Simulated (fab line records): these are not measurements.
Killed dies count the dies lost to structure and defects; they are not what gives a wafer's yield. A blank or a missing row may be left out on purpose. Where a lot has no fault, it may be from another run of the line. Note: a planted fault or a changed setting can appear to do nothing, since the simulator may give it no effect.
Matching of chambers | flow n5 finfet | rie diel-01 running N5_BEOL_M3_ETCHBACK_99: 4 sister chambers
The step etches SiO2 in CHF3, target depth 5 nm, time 10.4 s. 7 wafers are shown with their chamber, then 8 later ones without.

WAFERS, EACH WITH ITS CHAMBER
wafer  | chamber | drypump motor current A (A) | oes_f_703_au (a.u.)
L078.3 | 3       | 6.4                         | 0.69
L080.1 | 3       | 6.3                         | 0.69
L080.3 | 0       | 5.1                         | 0.76
L087.1 | 1       | 5.6                         | 1.00
L087.3 | 2       | 5.4                         | 0.84
L087.6 | 0       | 5.1                         | 0.75
L091.2 | 2       | 5.4                         | 0.83

WAFERS WITHOUT THEIR CHAMBER
wafer  | drypump motor current A (A) | oes_f_703_au (a.u.)
L091.3 | 5.7                         | 0.99
L091.4 | 5.1                         | 0.74
L093.2 | 5.4                         | 0.83
L093.4 | 5.7                         | 0.96
L093.5 | 5.4                         | 0.82
L092.2 | 5.1                         | 0.73
L092.5 | 5.4                         | 0.83
L092.6 | 5.1                         | 0.73

THE CHAMBER EACH PASSED THROUGH
wafer  | from the rows above | in truth
L091.3 | 1                   | 1
L091.4 | 0                   | 0
L093.2 | 2                   | 2
L093.4 | 1                   | 1
L093.5 | 2                   | 2
L092.2 | 0                   | 0
L092.5 | 2                   | 2
L092.6 | 0                   | 0
Placed correctly: 8 of 8. Can't be placed from these rows: 0. Wrongly placed: 0.
How it was worked out, from the rows above alone: a wafer's distance from a chamber is the root of the sum, over the readings, of the square of ((its reading less the chamber's mean) divided by the reading's scatter). The wafer belongs to the nearest chamber; if the next one is less than 2 further off, it can't be placed. Each chamber's mean is taken over the wafers shown for it. The scatter: take each reading less its chamber's mean, square it, sum over the shown wafers, divide by the number of wafers less the number of chambers, and take the root.
